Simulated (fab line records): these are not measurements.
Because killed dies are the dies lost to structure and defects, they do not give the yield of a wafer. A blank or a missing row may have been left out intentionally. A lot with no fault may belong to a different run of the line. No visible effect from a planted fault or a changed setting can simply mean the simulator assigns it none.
fab line records	flow n5_finfet
record: lots: 4	wafers: 10	last_day: 17
route steps=1938 shown STI_FIN_REVEAL@202 DUMMY_GATE@212 BEOL_M4@1111 PASSIVATION@1936
lots that met no fault: taken from a fault-free run of the same line
start_h: the number of hours between the record's first day and the start of the first shown wafer of the lot	wait_h: hours elapsed since this lot's preceding step	" the same as in the row above	L1.1+2: several wafers, shown together as one row	- either no value or no given start	* or withheld: withheld	< > ~ a bound
route shown NAME@n: a module of which the file shows steps, and the number in the route of the first	usual: the fault-free wafers' mean and standard deviation	same: alike in all rows	chamber/n: place in a boat	sites: each site's reading	_std_site: the standard deviation of these	_edge_site: the outer-site mean with the inner-site mean subtracted	radius_mm: for every site, how far away it sits from the centre of the wafer	mask NAME#n: copy n	behind: the most recent tool/chamber to have shaped the wafer	hold: what put the lot on hold/how long, in hours/how the hold closed	device: transistor that didn't switch, given as n, p or np	end of line: the same wafers' tests at the end of the route	where a step has no rows: the recipe by itself	killed: dies that structure and defects cost at the first sort, which is not the same as the wafer's yield	map: the dies of a wafer, with x for killed, . for not killed, _ for no die there
set.NAME: setting as actually run; set.NAME@STEP: the setting as run at that earlier step	model.NAME: the simulator's own value behind a step, which no gauge read
lots at selected steps of the route; one table per step, one row per wafer
services: the hour from which a tool's chamber was out of use, counted from the record's first day as start_h (under 0 if before that day), plus the number of hours and why
== steps ==
step: N5_STI_FIN_REVEAL_STRIP_35
recipe: chemistry: H3PO4	material: Si3N4	temp_c: 165	target_depth_a: 40	time_s: 39
step: N5_STI_FIN_REVEAL_SRD_21
recipe: dry: ipa_marangoni	time_s: 30	temp_c: 23	rinse_liquid: diw
step: N5_STI_FIN_REVEAL_OXIDATION_33
recipe: chemistry: O2_PLASMA_REMOTE	temp_c: 150	time_s: 20	pressure_mtorr: 1000	source_power_w: 2000	o2_flow_sccm: 3000
step: N5_STI_FIN_REVEAL_CLEAN_19
recipe: chemistry: O3/DIW	temp_c: 25	time_s: 120	o3_ppm: 10
step: N5_STI_FIN_REVEAL_SRD_23
recipe: dry: ipa_marangoni	time_s: 30	temp_c: 23	rinse_liquid: diw
step: N5_STI_FIN_REVEAL_PRECLEAN_18
recipe: chemistry: SC2	time_s: 45	temp_c: 35	mix: 1:1:50
step: N5_STI_FIN_REVEAL_SRD_28
recipe: dry: ipa_marangoni	time_s: 30	temp_c: 23	rinse_liquid: diw
step: N5_DUMMY_GATE_PRECLEAN_00
recipe: chemistry: O3/DIW	time_s: 60	temp_c: 22	o3_ppm: 10
step: N5_DUMMY_GATE_SRD_01
recipe: time_s: 30	temp_c: 23	rinse_liquid: diw	dry: ipa_marangoni
step: N5_DUMMY_GATE_ALD_02
recipe: material: SiO2	target_thk_a: 20	temp_c: 300	ald_precursor_family: BDEAS	ald_co_reactant: O2-plasma	pulse_time_s: 1	pressure_torr: 2
usual: heater_power_w: 469/49	precursor_pulse_height_rel: 1.000/0.019
lot.wafer	tool	chamber	start_h	wait_h	heater_power_w	precursor_pulse_height_rel	model.SiO2_of_DUMMY_GATE_ALD_02.thk_nm
L862.1	ald_sin-01	0	44.66	0.4	505	0.983	2
L862.2	"	1	"	"	528	0.981	2
L862.6	"	0	"	"	494	0.986	2
L871.1	ald_sin-01	2	97.60	0.4	382	0.958	0.8
L871.5	"	2	"	"	368	0.998	2
L877.2	ald_sin-01	3	132.28	0.0	435	1.010	0.8
L877.3	"	2	"	"	380	0.966	2
L882.2	ald_sin-02	2	164.08	0.0	449	1.001	2
L882.3	"	3	"	"	482	1.048	2
L882.4	"	0	"	"	532	0.990	2
step: N5_DUMMY_GATE_CVD_03
recipe: material: a-Si	target_thk_a: 1500	temp_c: 530	precursor: SiH4	time_s: 8042
step: N5_DUMMY_GATE_PRECLEAN_46
recipe: chemistry: DIW	time_s: 89.5	temp_c: 23
step: N5_DUMMY_GATE_SRD_47
recipe: dry_time_s: 32	dry: n2_spin	spin_rpm: 1500
step: N5_DUMMY_GATE_CMP_04
recipe: material: a-Si	post_cmp_clean: alkaline_brush
step: N5_DUMMY_GATE_HM_DEP_06
recipe: material: SiNx	target_thk_a: 800	precursor: DCS/NH3	temp_c: 700	pressure_mtorr: 300	time_s: 5141
step: N5_DUMMY_GATE_PECVD_30
recipe: material: SiO2	target_thk_a: 550	temp_c: 400	precursor: TEOS/O2	pressure_torr: 6.5	rf_w: withheld	teos_flow_sccm: withheld	gas: O2	flow_sccm: 2650	time_s: 10.8
step: N5_DUMMY_GATE_COAT_34
recipe: resist: SOC	temp_c: 250	time_s: 60	spin_rpm: 1500	resist_thk_nm: 60
step: N5_DUMMY_GATE_COAT_35
recipe: resist: SiARC	temp_c: 220	time_s: 60	spin_rpm: 1500	resist_thk_nm: 10
step: N5_DUMMY_GATE_COAT_28
recipe: resist: underlayer	temp_c: 205	time_s: 60	spin_rpm: 1500	resist_thk_nm: 10
step: N5_DUMMY_GATE_COAT_09
recipe: resist: CAR-EUV	spin_rpm: 1500	resist_thk_nm: 30
step: N5_DUMMY_GATE_EBR_11
recipe: solvent: PGMEA	ebr_width_mm: 1.5
step: N5_DUMMY_GATE_SOFTBAKE_10
recipe: temp_c: 110	time_s: 60	resist: CAR-EUV
step: N5_DUMMY_GATE_EXPOSE_12
recipe: mask_id: GATE	na: 0.33	source_shape: annular	sigma_inner: 0.2	sigma_outer: 0.6	polarization: unpolarized	target_cd_nm: 25	dose_mj: 34
step: N5_DUMMY_GATE_PEB_13
recipe: peb_temp_c: 100	peb_time_s: 60	resist: CAR-EUV
step: N5_DUMMY_GATE_DEVELOP_14
recipe: develop_time_s: 30	developer: TMAH	resist: CAR-EUV	rinse_liquid: surfactant_rinse	dry: air_spin	dev_temp_c: 23
step: N5_DUMMY_GATE_DESCUM_20
recipe: chemistry: O2	time_s: 6.2	source_power_w: 50	bias_power_w: 20	pressure_mtorr: 20	rf_frequency_hz: 2.712e+07	temp_c: 40	resist: CAR-EUV	o2_flow_sccm: 225
step: N5_DUMMY_GATE_ETCH_29
recipe: chemistry: N2/H2	target: underlayer	target_depth_a: 130	ion_energy_ev: 200	pressure_mtorr: 30	source_w: 840	bias_w: 150	n2_flow_sccm: 200	h2_flow_sccm: 200
step: N5_DUMMY_GATE_ETCH_36
recipe: chemistry: CF4	target: SiARC	target_depth_a: 130	pressure_mtorr: 40	source_w: 545	bias_w: 36	Ar_flow_sccm: 100	cf4_flow_sccm: 100	ion_energy_ev: 80
step: N5_DUMMY_GATE_ETCH_37
recipe: chemistry: N2/H2	target: SOC	target_depth_a: 600	overetch_a: 300	temp_c: 40	ion_energy_ev: 200	pressure_mtorr: 30	source_w: 840	bias_w: 150	n2_flow_sccm: 200	h2_flow_sccm: 200
step: N5_DUMMY_GATE_STRIP_38
recipe: chemistry: N2/H2	temp_c: 40	n2_flow_sccm: 200	h2_flow_sccm: 200	rf_frequency_hz: 6e+07
step: N5_DUMMY_GATE_STRIP_39
recipe: chemistry: N2/H2	temp_c: 40	n2_flow_sccm: 200	h2_flow_sccm: 200	rf_frequency_hz: 6e+07
step: N5_DUMMY_GATE_TRIM_49
recipe: chemistry: O2	resist: SOC	time_s: 29	target_cd_nm: 14	source_power_w: 300	bias_power_w: 0	O2_flow_sccm: 100	temp_c: 20
step: N5_DUMMY_GATE_STRIP_40
recipe: chemistry: CF4	resist: SiARC	power_w: 300	bias_power_w: 75	pressure_mtorr: 50	cf4_flow_sccm: 150	rf_frequency_hz: 6e+07
step: N5_DUMMY_GATE_ETCH_31
recipe: chemistry: C4F6/O2	target: SiO2	mask_material: SOC	target_depth_a: 825	time_s: 27.5	ion_energy_ev: 250	pressure_mtorr: 30	source_w: 345	bias_w: 185	Ar_flow_sccm: 300	C4F6_flow_sccm: 10	O2_flow_sccm: 10
step: N5_DUMMY_GATE_ETCH_44
recipe: chemistry: HBr/O2	over_etch_frac: 0.7	target_depth_a: 1275	stop_on: SiO2	ion_energy_ev: 60	bias_w: 20	target: poly-Si	mask_material: SiO2	pressure_mtorr: 20	icp_w: 400	HBr_flow_sccm: 120	O2_flow_sccm: 10
usual: drypump_motor_current_A: 5.7/0.47	oes_product_au: 0.725/0.014	throttle_valve_pct: 18.61/0.2
lot.wafer	tool	chamber	start_h	wait_h	drypump_motor_current_A	oes_product_au	rf_hours_counter_h	throttle_valve_pct	model.SiO2_of_DUMMY_GATE_ALD_02.thk_nm
L862.1	rie_si-06	3	54.07	0.0	5.9	0.716	20	18.58	2
L862.2	"	0	"	"	5.2	0.717	102	18.53	2
L862.6	"	2	"	"	6.0	0.716	-	19.00	2
L871.1	rie_si-06	0	107.04	0.0	5.2	0.708	103	18.54	0
L871.5	"	1	"	"	5.9	0.711	-	18.27	2
L877.2	rie_si-01	1	142.04	0.0	6.6	0.740	138	18.76	0
L877.3	"	2	"	"	5.1	0.740	75	18.49	2
L882.2	rie_si-01	2	173.47	0.0	5.1	0.753	76	18.47	2
L882.3	"	1	"	"	6.6	0.729	139	18.78	2
L882.4	"	0	"	"	5.2	0.710	97	18.51	2
step: N5_BEOL_M4_RC_MEAS_101
usual: DIBL_N: 37.0/2.3	DIBL_P: 37.3/2.8	IOFF_N: 0.17/0.046	IOFF_P: 0.23/0.054	ION_N: 675/14	ION_P: 460/9.3	SS_N: 71.7/0.73	SS_P: 73.6/0.95	VT_N: 249/3.9	VT_P: -250/3.9
lot.wafer	tool	chamber	start_h	wait_h	DIBL_N[mV/V]	DIBL_P[mV/V]	IOFF_N[nA/um]	IOFF_P[nA/um]	ION_N[uA/um]	ION_P[uA/um]	SS_N[mV/dec]	SS_P[mV/dec]	VT_N[mV]	VT_P[mV]
L862.1	prober-02	0	170.00	0.0	40.2	42.0	0.27	0.32	706	481	72.6	74.6	245	-245
L862.2	"	0	"	"	35.6	35.0	0.15	0.19	676	458	71.8	73.1	253	-250
L862.6	"	0	"	"	37.1	38.5	0.18	0.24	672	461	71.9	74.4	248	-250
L871.1	prober-01	0	225.37	0.0	36.8	35.2	0.16	0.23	679	471	71.8	72.9	251	-246
L871.5	"	0	"	"	35.5	33.5	0.13	0.19	665	466	71.2	73.2	253	-250
L877.2	prober-01	0	285.61	0.2	40.2	41.3	0.23	0.26	687	463	73.7	74.4	244	-249
L877.3	"	0	"	"	33.0	33.5	0.11	0.15	662	449	71.2	71.2	254	-256
L882.2	prober-01	0	308.62	0.2	39.6	37.7	0.20	0.23	664	454	72.1	73.7	244	-255
L882.3	"	0	"	"	37.4	36.2	0.14	0.21	645	443	72.1	73.6	253	-253
L882.4	"	0	"	"	37.9	36.0	0.15	0.19	664	451	71.7	73.2	255	-253
step: N5_PASSIVATION_PROBE_49
usual: defect_limited_yield: 91.5/1.3	killed_at_M0_to_M3: 36/10	killed_at_M4_up: 13/4.7	killed_at_contacts: 13/6.7	killed_at_front_end: 37/9.7	killed_at_other: 2.6/2.3	killed_dies: 101/15	killed_on_rim: 14/4.3	killed_open: 67/12	killed_short: 32/6.7	sort_bin_5_function: 5.0/0.89	sort_bin_6_memory: 3.2/0.63	sort_n_pass: 1079/16	sort_yield_pct: 91.4/1.4
same: gross_dies: 1180	killed_at_back_side: 0	sort_bin_4_leakage[%]: 0	sort_bin_8_speed[%]: 0
lot.wafer	tool	chamber	start_h	wait_h	defect_limited_yield[%]	killed_at_M0_to_M3	killed_at_M4_up	killed_at_contacts	killed_at_front_end	killed_at_other	killed_dies	killed_on_rim	killed_open	killed_short	sort_bin_5_function[%]	sort_bin_6_memory[%]	sort_n_pass	sort_yield_pct[%]
L862.1	prober-02	-	285.33	0.0	91.9	48	17	4	24	3	96	12	50	45	4.4	3.2	1084	91.9
L862.2	prober-02	-	285.38	0.1	90.6	66	14	6	24	1	111	17	79	32	5.5	3.9	1069	90.6
L862.6	prober-02	-	285.58	0.3	90.6	50	4	14	42	1	111	13	67	44	4.6	4.4	1069	90.6
L877.2	prober-01	-	398.66	0.1	92.2	35	10	12	32	3	92	11	56	30	3.7	3.4	1088	92.2
L877.3	prober-01	-	398.71	0.1	90.3	60	21	4	27	3	115	16	74	40	5.7	3.6	1065	90.3
killed by level:class
L862.1 BEOL_M0_SAQP:geometric_particle:short=12 FIN_SAQP:geometric_particle:short=11 BEOL_M0_SAQP:geometric_particle:open=11 BEOL_M4:geometric_particle:open=9 BEOL_M1:geometric_particle:open=9 BEOL_M3:geometric_particle:short=6 BEOL_M1:geometric_particle:short=5 BEOL_M3:geometric_particle:open=4
L862.2 BEOL_M0_SAQP:geometric_particle:open=16 BEOL_M3:geometric_particle:open=14 BEOL_M0_SAQP:geometric_particle:short=11 BEOL_M1:geometric_particle:open=11 FIN_SAQP:geometric_particle:open=7 BEOL_M2:geometric_particle:open=6 MOL_CONTACT_COAG:geometric_particle:open=5 FIN_SAQP:geometric_particle:short=4
L862.6 FIN_SAQP:geometric_particle:short=20 BEOL_M3:geometric_particle:open=18 MOL_CONTACT_COAG:geometric_particle:open=11 BEOL_M0_SAQP:geometric_particle:short=11 BEOL_M0_SAQP:geometric_particle:open=9 FIN_SAQP:geometric_particle:open=8 BEOL_M1:geometric_particle:open=6 STI_FIN_REVEAL:geometric_particle:open=4
L877.2 BEOL_M0_SAQP:geometric_particle:short=13 MOL_CONTACT_COAG:geometric_particle:open=11 BEOL_M0_SAQP:geometric_particle:open=9 FIN_SAQP:geometric_particle:short=7 FIN_SAQP:geometric_particle:open=6 STI_FIN_REVEAL:geometric_particle:open=5 HKMG_FIN:area_etch=5 BEOL_M1:geometric_particle:open=4
L877.3 BEOL_M0_SAQP:geometric_particle:open=19 BEOL_M0_SAQP:geometric_particle:short=17 BEOL_M2:geometric_particle:open=13 BEOL_M4:geometric_particle:open=9 STARTING-WAFER:geometric_particle:short=7 GATE_CUT:geometric_particle:open=6 GATE_CUT:geometric_particle:short=5 MOL_CONTACT_COAG:geometric_particle:open=4
== services ==
tool	chamber	start_h	hours	kind
ald_sin-02	2	28.17	2.8	repair
rie_si-06	-	31.40	0.2	repair
ald_sin-01	2	31.94	4.7	repair
rie_si-01	-	41.38	15.6	pm
ald_sin-01	-	47.57	0.2	repair
ald_sin-01	2	55.36	-	calibration
ald_sin-02	-	62.60	2.8	pm
ald_sin-02	-	85.25	14.0	pm
ald_sin-02	0	85.25	14.0	vent_cycle
ald_sin-02	1	85.25	14.0	vent_cycle
ald_sin-02	2	85.25	14.0	vent_cycle
ald_sin-02	3	85.25	14.0	vent_cycle
rie_si-06	0	89.52	1.2	repair
ald_sin-02	0	99.25	-	clean
ald_sin-02	1	99.25	-	clean
ald_sin-02	2	99.25	-	clean
ald_sin-02	3	99.25	-	clean
rie_si-01	1	133.49	2.0	repair
ald_sin-01	1	150.80	4.8	repair
rie_si-01	3	161.33	11.2	repair
ald_sin-01	3	162.13	2.0	repair
rie_si-06	-	171.15	0.3	repair
== key ==
first_sign none at tools or gauges
model_effect: step: N5_DUMMY_GATE_ALD_02	value: SiO2_of_DUMMY_GATE_ALD_02.thk_nm	without: 2	struck: 0.8
model_effect: step: N5_DUMMY_GATE_ETCH_44	value: SiO2_of_DUMMY_GATE_ALD_02.thk_nm	without: 2	struck: 0
met_at N5_DUMMY_GATE_ALD_02
struck_wafers L871.1,L877.2
onset_between 44.66 97.60
fault: kind: process_parameter_drift	tool: ald_sin-01	chamber: -	onset_h: 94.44	steps: N5_DUMMY_GATE_ALD_02	channel: target_thk_a	offset: *	shape: step	end_h: 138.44	scope: struck_wafers_only	acts_in: *	stated: *
